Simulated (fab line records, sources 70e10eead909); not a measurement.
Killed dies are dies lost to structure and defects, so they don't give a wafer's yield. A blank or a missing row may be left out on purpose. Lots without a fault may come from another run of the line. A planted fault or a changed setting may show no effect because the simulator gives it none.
fab line records | flow nand_harc
record lots=6 wafers=14 last_day=25
route steps=1159 shown A_STAIRCASE@637 A_SGD_CUT@747 END@1159
lots that met no fault: from a run of the same line without faults
start_h: hours from the record's first day to the start of the lot's first wafer shown | wait_h: hours since the lot's step before | " the same as in the row above | L1.1+2: a row that stands for several wafers | - no value, or no start given | * or withheld: withheld | < > ~ a bound
route shown NAME@n: a module of which the file shows steps, and the number in the route of the first | usual: mean/standard deviation of fault-free wafers | same: alike in all rows | chamber/n: place in a boat | sites: the reading at each site | _std_site: their standard deviation | _edge_site: outer sites' mean less inner sites' | radius_mm: how far each site lies from the wafer's centre | mask NAME#n: copy n | behind: the tool/chamber that last shaped the wafer | hold: why the lot was held/for how many hours/how that ended | device: the transistor (n, p or np) that didn't switch | end of line: the same wafers' tests at the end of the route | a step without rows: its recipe alone | killed: dies lost to structure and defects at the first sort, not the wafer's yield | map: a wafer's dies, x killed, . not, _ none there
set.NAME: the setting as run; set.NAME@STEP: as run at that earlier step | model.NAME: the simulator's own value behind a step, which no gauge read
lots at some steps of the route; a table a step, a row a wafer
services: from which hour (start_h, from the record's first day; less than 0 if before it) a tool's chamber was out of use, for how many hours, and why
## steps
# step NHARC_A_STAIRCASE_HMDS_243
# recipe time_s=30
# step NHARC_A_STAIRCASE_COAT_244
# recipe spin_rpm=1200
# step NHARC_A_STAIRCASE_SOFTBAKE_245
# recipe temp_c=135 time_s=170
# step NHARC_A_STAIRCASE_EBR_246
# step NHARC_A_STAIRCASE_EXPOSE_247
# recipe na=0.5 dose_mj=25.34 mask_id=SDS_1
# step NHARC_A_STAIRCASE_PEB_248
# recipe peb_temp_c=115 peb_time_s=130
# step NHARC_A_STAIRCASE_DEVELOP_249
# recipe time_s=140
# step NHARC_A_STAIRCASE_HARDBAKE_251
# recipe temp_c=120 time_s=140
# step NHARC_A_STAIRCASE_DESCUM_252
# recipe time_s=3 o2_flow_sccm=200 ar_flow_sccm=0 bias_power_w=0 chemistry=O2
# step NHARC_A_STAIRCASE_ETCH_253
# recipe target_depth_a=500 time_s=20.2 ion_energy_ev=400 c4f8_flow_sccm=20 o2_flow_sccm=10 ar_flow_sccm=withheld rf_w=600 bias_w=1000 chemistry=C4F8/O2
# usual oes_product_au=0.951/0.021 rf_vpp_V=894/5.2
# columns lot.wafer tool chamber start_h wait_h oes_product_au rf_hours_counter_h rf_vpp_V
L325.3 rie_diel-03 2 244.95 0.1 0.953 8 888
L325.4 " 0 " " 0.979 8 892
L325.5 " 3 " " 0.946 - 901
L333.2 rie_diel-13 0 305.04 0.1 0.943 9 896
L333.5 " 3 " " 1.008 - 888
L333.6 " 0 " " 0.952 - 895
L343.4 rie_diel-03 1 351.00 0.1 0.926 45 892
L344.4 rie_diel-03 2 379.28 0.1 0.964 - 886
L347.2 rie_diel-04 2 381.57 0.3 0.961 31 897
L347.4 " 3 " " 0.953 29 888
L347.3 " 1 " " 0.968 32 894
L348.1 rie_diel-04 2 393.71 0.1 0.949 34 897
L348.3 " 3 " " 0.961 32 887
L348.6 " 2 " " 0.954 - 896
# step NHARC_A_STAIRCASE_STRIP_254
# recipe power_w=1500 temp_c=250 chemistry=O2
# step NHARC_A_STAIRCASE_STRIP_255
# recipe time_s=900 temp_c=130 chemistry=SPM
# usual temp_c=130.00/0.14
# columns lot.wafer tool chamber start_h wait_h temp_c
L325.5 wet_bench-03 6 245.39 0.1 130.08
L325.4 " 0 " " 130.03
L325.3 " 1 " " 130.13
L333.5 wet_bench-07 7 305.58 0.1 130.15
L333.2 " 0 " " 129.86
L333.6 " 1 " " 130.13
L343.4 wet_bench-07 2 351.46 0.2 130.05
L344.4 wet_bench-07 2 379.73 0.2 129.86
L347.3 wet_bench-06 0 382.00 0.2 129.99
L347.4 " 2 " " 129.97
L347.2 " 3 " " 129.96
L348.6 wet_bench-03 7 394.15 0.1 130.08
L348.1 " 1 " " 129.92
L348.3 " 3 " " 129.87
# step NHARC_A_STAIRCASE_PRECLEAN_256
# recipe time_s=* temp_c=50 bath_age_min=0 chemistry=SC1
# step NHARC_A_STAIRCASE_SRD_257
# step NHARC_A_STAIRCASE_HM_DEP_456
# recipe target_thk_a=15000 temp_c=400 material=aC
# usual throttle_valve_pct=34.999/0.0079
# columns lot.wafer tool chamber start_h wait_h throttle_valve_pct
L325.3 acl_dep-01 0 247.51 - 35.000
L325.4 " 0 " " 34.997
L325.5 " 0 " " 35.010
L333.2 acl_dep-02 0 310.87 - 34.996
L333.5 " 0 " " 34.989
L333.6 " 0 " " 35.002
L343.4 acl_dep-03 0 360.54 - 34.997
L344.4 acl_dep-03 0 384.81 - 34.985
L347.2 acl_dep-02 0 385.91 - 34.995
L347.3 " 0 " " 35.010
L347.4 " 0 " " 35.012
L348.1 acl_dep-03 0 396.33 - 35.014
L348.3 " 0 " " 35.005
L348.6 " 0 " " 34.997
# step NHARC_A_STAIRCASE_DEP_259
# recipe target_thk_a=300 target_thk_nm=30 temp_c=400 pressure_torr=3.5 flow_sccm=200 rf_w=350 material=SiON
# step NHARC_A_STAIRCASE_DEHYDRATE_281
# recipe temp_c=150 time_s=120
# step NHARC_A_STAIRCASE_HMDS_282
# recipe time_s=30
# step NHARC_A_STAIRCASE_COAT_283
# recipe spin_rpm=1200
# step NHARC_A_STAIRCASE_SOFTBAKE_284
# recipe temp_c=135 time_s=170
# step NHARC_A_STAIRCASE_EBR_285
# step NHARC_A_STAIRCASE_EXPOSE_286
# recipe na=0.5 dose_mj=25.01 mask_id=CHOP_100
# step NHARC_A_STAIRCASE_PEB_287
# recipe peb_temp_c=115 peb_time_s=130
# step NHARC_A_STAIRCASE_DEVELOP_288
# recipe time_s=140
# step NHARC_A_STAIRCASE_HARDBAKE_290
# recipe temp_c=120 time_s=140
# step NHARC_A_STAIRCASE_DESCUM_291
# recipe time_s=3 o2_flow_sccm=200 ar_flow_sccm=0 bias_power_w=0 chemistry=O2
# step NHARC_A_STAIRCASE_ETCH_292
# recipe cf4_flow_sccm=100 chf3_flow_sccm=30 ar_flow_sccm=0 rf_w=500 bias_w=200 chemistry=CF4/CHF3
# step NHARC_A_STAIRCASE_HM_OPEN_460
# recipe o2_flow_sccm=400 cos_flow_sccm=20 ar_flow_sccm=0 rf_w=500 bias_w=300 chemistry=O2/COS
# step NHARC_A_STAIRCASE_STRIP_461
# recipe o2_flow_sccm=400 cos_flow_sccm=20 ar_flow_sccm=0 bias_w=0 chemistry=O2/COS
# step NHARC_A_STAIRCASE_ETCH_452
# recipe target_depth_a=300 overetch_a=30 time_s=16.5 ion_energy_ev=100 cf4_flow_sccm=80 o2_flow_sccm=20 ar_flow_sccm=0 rf_w=300 bias_w=100 chemistry=CF4/O2
# step NHARC_A_STAIRCASE_ETCH_294
# recipe target_depth_a=49920 time_s=1212.4 ion_energy_ev=800 c4f8_flow_sccm=80 o2_flow_sccm=60 ar_flow_sccm=withheld rf_w=600 bias_w=3000 chemistry=C4F8/O2/Ar
# usual oes_product_au=0.933/0.014 rf_vpp_V=1823/10
# columns lot.wafer tool chamber start_h wait_h oes_product_au rf_hours_counter_h rf_vpp_V
L325.3 rie_diel-13 1 - - 0.940 55 1816
L325.4 " 2 " " 0.940 49 1845
L325.5 " 1 " " 0.947 - 1815
L333.2 rie_diel-03 1 - - 0.936 32 1819
L333.6 " 0 " " 0.944 - 1818
L333.5 " 1 " " 0.939 - 1818
L343.4 rie_diel-13 0 - - 0.902 27 1825
L347.3 rie_diel-03 0 - - 0.921 56 1819
L347.2 " 3 " " 0.921 51 1837
L347.4 " 2 " " 0.926 - 1809
L344.4 rie_diel-04 0 - - 0.928 31 1830
L348.3 rie_diel-04 3 - - 0.944 34 1810
L348.1 " 2 " " 0.933 36 1828
L348.6 " 3 " " 0.945 - 1812
# step NHARC_A_STAIRCASE_STRIP_295
# recipe o2_flow_sccm=500 ar_flow_sccm=0 bias_w=0 chemistry=O2
# step NHARC_A_STAIRCASE_STRIP_296
# recipe time_s=900 temp_c=130 chemistry=SPM
# step NHARC_A_STAIRCASE_PRECLEAN_297
# recipe time_s=* temp_c=50 bath_age_min=0 chemistry=SC1
# step NHARC_A_STAIRCASE_SRD_298
# step NHARC_A_STAIRCASE_HM_DEP_462
# recipe target_thk_a=8000 temp_c=400 material=aC
# usual throttle_valve_pct=34.999/0.0095
# columns lot.wafer tool chamber start_h wait_h throttle_valve_pct
L325.3 acl_dep-02 0 255.12 2.8 34.981
L325.4 " 0 " " 35.005
L325.5 " 0 " " 35.011
L333.2 acl_dep-03 0 318.39 2.2 34.996
L333.5 " 0 " " 35.001
L333.6 " 0 " " 35.005
L343.4 acl_dep-03 0 372.65 5.0 34.993
L347.2 acl_dep-02 0 392.60 1.6 35.008
L347.3 " 0 " " 34.990
L347.4 " 0 " " 35.011
L344.4 acl_dep-03 0 392.89 2.1 34.986
L348.1 acl_dep-03 0 401.59 0.1 34.988
L348.3 " 0 " " 35.009
L348.6 " 0 " " 35.001
# step NHARC_A_STAIRCASE_DEP_301
# recipe target_thk_a=300 target_thk_nm=30 temp_c=400 pressure_torr=3.5 flow_sccm=200 rf_w=350 material=SiON
# usual chamber_pressure_Torr=3.500/0.0074 heater_power_w=735/82 showerhead_vpp_V=1220/80
# columns lot.wafer tool chamber start_h wait_h chamber_pressure_Torr heater_power_w showerhead_vpp_V
L325.3 pecvd-02 1 256.38 1.0 3.492 753 1323
L325.5 " 0 " " 3.495 743 1195
L325.4 " 2 " " 3.499 751 1278
L333.2 pecvd-02 0 320.00 1.3 3.505 725 1210
L333.6 " 1 " " 3.508 743 1342
L333.5 " 2 " " 3.500 734 1280
L343.4 pecvd-04 2 373.70 0.7 3.504 763 1224
L344.4 pecvd-04 0 393.96 0.8 3.488 536 1147
L347.3 pecvd-02 1 394.14 0.9 3.497 720 1302
L347.2 " 2 " " 3.486 712 1281
L347.4 " 0 " " 3.514 681 1214
L348.1 pecvd-02 1 403.44 1.5 3.495 856 1323
L348.3 " 0 " " 3.490 747 1206
L348.6 " 1 " " 3.498 838 1334
# step NHARC_A_STAIRCASE_DEHYDRATE_302
# recipe temp_c=150 time_s=120
# step NHARC_A_STAIRCASE_HMDS_303
# recipe time_s=30
# step NHARC_A_SGD_CUT_DEP_00
# recipe target_thk_a=500 temp_c=400 target_thk_nm=50 flow_sccm=200 rf_w=450 material=SiNx
# usual heater_power_w=704/96
# columns lot.wafer tool chamber start_h wait_h hold heater_power_w
L325.3 pecvd-01 1 300.68 0.2 - 785
L325.5 " 1 " " - 787
L325.4 " 0 " " - 796
L333.2 pecvd-04 0 370.38 0.1 - 503
L333.6 " 2 " " - 740
L333.5 " 0 " " - 521
L343.4 pecvd-02 2 426.42 3.7 await_dispo/3.5h/release 697
L347.3 pecvd-02 1 444.05 0.1 - 783
L347.2 " 0 " " - 725
L347.4 " 2 " " - 703
L344.4 pecvd-01 1 446.36 1.3 await_dispo/1.0h/release 872
L348.3 pecvd-04 0 451.29 0.1 - 562
L348.1 " 1 " " - 683
L348.6 " 1 " " - 696
# step NHARC_END_SORT_01
# recipe temp_c=25
# usual killed_at_array=24/8.7 killed_at_other=0.8/1.2 killed_at_periphery=3.6/2.3 killed_dies=28/8.9 killed_open=3.2/1.9 killed_short=2.0/1.6
# same gross_dies=677
# columns lot.wafer tool chamber start_h wait_h killed_at_array killed_at_other killed_at_periphery killed_dies killed_open killed_short
L325.3 prober-02 0 466.45 3.1 24 0 3 27 9 0
L325.4 prober-02 0 467.25 3.4 27 0 0 27 6 4
L325.5 prober-02 0 468.05 3.7 25 0 2 27 0 5
L333.2 prober-02 0 497.57 2.8 31 0 6 37 4 1
L333.5 prober-02 0 500.00 3.7 26 0 10 36 5 0
L333.6 prober-02 0 500.81 4.1 27 0 9 36 4 4
L343.4 prober-01 0 573.69 3.4 107 1 4 112 1 2
L347.2 prober-01 0 578.15 2.8 12 1 1 14 0 1
L347.3 prober-01 0 578.96 3.1 15 1 0 16 2 2
L347.4 prober-01 0 579.76 3.4 12 0 2 14 3 0
L348.1 prober-01 0 585.15 2.5 19 5 5 29 7 1
L348.3 prober-01 0 586.72 3.1 15 3 7 25 3 1
L348.6 prober-01 0 589.07 3.9 20 2 4 26 2 1
L344.4 prober-02 0 610.47 3.4 118 0 4 122 2 1
# killed by level:class
L325.3 A_SLIT:chamber_film_flake=10 A_CONTACT:chamber_film_flake=4 A_CONTACT:geometric_particle:open=3 A_STAIRCASE:chamber_film_flake=2 P_CONTACT:geometric_particle:open=1 P_M0:geometric_particle:open=1 P_M2:geometric_particle:open=1 A_CHANNEL_FILL_D1:geometric_particle:open=1
L325.4 A_CONTACT:chamber_film_flake=8 A_SLIT:chamber_film_flake=6 A_WL_FILL:geometric_particle:short=2 A_CONTACT:geometric_particle:open=2 A_ONON_D1:geometric_particle:open=1 A_ONON_D1:geometric_particle:short=1 A_CHANNEL_FILL_D1:geometric_particle:short=1 A_CHANNEL_FILL_D1:geometric_particle:open=1
L325.5 A_SLIT:chamber_film_flake=13 A_CHANNEL_HOLE_D1:chamber_film_flake=4 A_CONTACT:chamber_film_flake=4 A_CHANNEL_FILL_D1:geometric_particle:short=2 P_CONTACT:geometric_particle:short=1 P_M0:geometric_particle:short=1 A_M0:geometric_particle:short=1 A_M1:chamber_film_flake=1
L333.2 A_SLIT:chamber_film_flake=11 A_CHANNEL_HOLE_D1:chamber_film_flake=6 A_CONTACT:chamber_film_flake=5 A_WL_FILL:chamber_film_flake=4 P_ZERO_WELL:chamber_film_flake=3 A_SGD_CUT:geometric_particle:open=2 P_M2:chamber_film_flake=2 P_STI:geometric_particle:open=1
L333.5 A_SLIT:chamber_film_flake=11 P_ZERO_WELL:chamber_film_flake=4 P_M2:chamber_film_flake=4 A_CHANNEL_HOLE_D1:chamber_film_flake=4 A_WL_FILL:chamber_film_flake=4 A_STAIRCASE:chamber_film_flake=3 P_CONTACT:geometric_particle:open=1 P_M2:geometric_particle:open=1
L333.6 A_SLIT:chamber_film_flake=11 A_CONTACT:chamber_film_flake=4 A_CHANNEL_HOLE_D1:chamber_film_flake=3 A_WL_FILL:chamber_film_flake=3 P_CONTACT:geometric_particle:open=2 P_ZERO_WELL:chamber_film_flake=2 P_M2:chamber_film_flake=2 A_STAIRCASE:chamber_film_flake=2
L343.4 A_STAIRCASE:unspecified=96 A_CHANNEL_HOLE_D1:chamber_film_flake=7 P_STI:chamber_film_flake=2 P_M0:geometric_particle:short=1 A_CHANNEL_FILL_D1:geometric_particle:short=1 A_CONTACT:geometric_particle:open=1 P_GATE:chamber_film_flake=1 THIN_TSV:chamber_film_flake=1
L347.2 A_CHANNEL_HOLE_D1:chamber_film_flake=7 A_CONTACT:chamber_film_flake=2 A_WL_FILL:geometric_particle:short=1 P_ZERO_WELL:chamber_film_flake=1 A_STAIRCASE:chamber_film_flake=1 A_SLIT:chamber_film_flake=1 HYBRID_BOND:chamber_film_flake=1
L347.3 A_CHANNEL_HOLE_D1:chamber_film_flake=4 A_WL_FILL:geometric_particle:short=2 A_CONTACT:geometric_particle:open=2 A_STAIRCASE:chamber_film_flake=2 A_CONTACT:chamber_film_flake=2 A_ZERO_WELL:chamber_film_flake=1 A_CHANNEL_FILL_D1:chamber_film_flake=1 A_BONDPAD:chamber_film_flake=1
L347.4 A_CHANNEL_HOLE_D1:chamber_film_flake=3 A_CONTACT:chamber_film_flake=3 A_CONTACT:geometric_particle:open=2 P_ZERO_WELL:chamber_film_flake=2 A_WL_FILL:geometric_particle:open=1 A_ZERO_WELL:chamber_film_flake=1 A_CHANNEL_FILL_D1:chamber_film_flake=1 A_SLIT:chamber_film_flake=1
L348.1 A_CONTACT:chamber_film_flake=8 THIN_TSV:chamber_film_flake=4 A_STAIRCASE:chamber_film_flake=3 A_CONTACT:geometric_particle:open=2 P_STI:chamber_film_flake=2 A_CHANNEL_FILL_D1:chamber_film_flake=2 P_CONTACT:geometric_particle:open=1 P_M0:geometric_particle:open=1
L348.3 P_STI:chamber_film_flake=5 A_CHANNEL_FILL_D1:chamber_film_flake=4 A_CONTACT:chamber_film_flake=4 THIN_TSV:chamber_film_flake=3 A_CONTACT:geometric_particle:open=2 A_STAIRCASE:chamber_film_flake=2 P_M1:geometric_particle:open=1 A_M0:geometric_particle:short=1
L348.6 A_CONTACT:chamber_film_flake=11 P_STI:chamber_film_flake=3 A_CONTACT:geometric_particle:open=2 THIN_TSV:chamber_film_flake=2 A_WL_FILL:chamber_film_flake=2 A_M0:geometric_particle:short=1 P_GATE:chamber_film_flake=1 A_CHANNEL_HOLE_D1:unspecified=1
L344.4 A_STAIRCASE:unspecified=85 A_CHANNEL_HOLE_D1:chamber_film_flake=20 A_CHANNEL_FILL_D1:chamber_film_flake=5 P_GATE:chamber_film_flake=2 A_CONTACT:chamber_film_flake=2 A_WL_FILL:geometric_particle:short=1 A_WL_FILL:geometric_particle:open=1 A_M1:geometric_particle:open=1
# map L343.4 (x killed, . not)
____________.____________
_________......._________
_______..........._______
______..x..........______
_____..............._____
____.................____
____.......x.........____
___..................x___
___.........xxx.......___
__..........xxxx.......__
__.........xxxxxx.x....__
_.......xxxxxxxxxx......_
_.....x...xxxxxxxx.....x_
_........xxxxxxxxxx....._
_.........xxxxxxxx......_
_........xxxxxxxxx......_
.........xxxxxxxxx.......
.........xxxxxxx.x.......
...........xxxxxxx.......
...........xxxxxx........
..........x.xxxx...x.....
_...........xxx........._
_...........x..........._
_......................._
_......................._
_......................._
__.....................__
__.....................__
___..x................___
___.x.xx..............___
____.................____
____xx...............____
_____..x............_____
______.............______
_______.x........._______
_________......._________
____________.____________
# map L344.4 (x killed, . not)
____________.____________
_________.xx...._________
_______.xxxx.x...._______
______.x..xx.......______
_____..x.xxx........_____
____.....x...x.......____
____.....xx.x........____
___....x...x..x.......___
___.x.................___
__..x......x.xx........__
__.x.....x.x.xxxx......__
_.........xxxxxxx......._
_.......xx.xxxxxxxxx...._
_..x.x...xxxxxxxxxx....._
_x...x..xxxxxxxxxx......_
_........xxxxxxxxx......_
..........xxxxxxxx.......
.x........xxxxxxxx.......
.....x.....xxxxxx........
............xxxx......x..
...........x.....x.......
_..........x....x......._
_............x.........._
_.................x....._
_......................._
_......................._
__.....................__
__.....................__
___...................___
___...............x...___
____.................____
____.................____
_____.............x._____
______.............______
_______..........._______
_________......._________
____________.____________
## services
# columns tool chamber start_h hours kind
acl_dep-03 - 224.27 13.0 pm
pecvd-01 - 237.32 13.0 pm
pecvd-02 - 248.97 0.4 repair
wet_bench-07 - 272.00 8.0 pm
rie_diel-13 - 276.36 9.0 pm
rie_diel-04 0 281.10 27.7 repair
pecvd-04 2 285.30 2.3 repair
rie_diel-04 3 289.98 12.9 repair
rie_diel-04 - 290.56 9.0 pm
pecvd-02 0 304.93 6.6 repair
pecvd-01 0 309.91 8.5 repair
wet_bench-03 - 323.28 8.0 pm
pecvd-04 1 329.56 8.8 repair
pecvd-02 - 334.30 13.0 pm
acl_dep-02 - 350.51 13.0 pm
rie_diel-03 1 373.11 22.4 repair
pecvd-04 - 376.47 13.0 pm
rie_diel-03 - 392.36 9.0 pm
rie_diel-04 - 398.54 0.6 repair
acl_dep-03 - 406.19 13.0 pm
rie_diel-04 - 410.76 0.4 repair
rie_diel-04 - 419.95 9.6 repair
rie_diel-04 0 440.68 14.4 repair
wet_bench-07 - 448.00 8.0 pm
## key
first_sign step=NHARC_END_SORT_01 reading=killed_at_array direction=up sigmas=10 usual=24 struck=112
effect step=NHARC_END_SORT_01 reading=killed_dies direction=up sigmas=10 usual=28 struck=117
more_kills_born_at NHARC_A_STAIRCASE_STRIP_255@wet_bench-07=181
met_at NHARC_A_STAIRCASE_STRIP_255
struck_wafers L343.4,L344.4
tester_left_out L343,L344
also_fits NHARC_A_STAIRCASE_ETCH_253:rie_diel-03,NHARC_A_STAIRCASE_DEP_301:pecvd-04
fault kind=chamber_particle_source tool=wet_bench-07 chamber=2 onset_h=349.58 steps=NHARC_A_STAIRCASE_STRIP_255 rate_per_visit_cm2=1.0128 end_h=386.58
# tester_left_out: of these lots the tester's yield and bins aren't shown, on N5 and GAA mostly nor the transistor test; their killed dies are dies lost to structure and defects alone, not to doping, threshold or leakage, so they don't give the yield
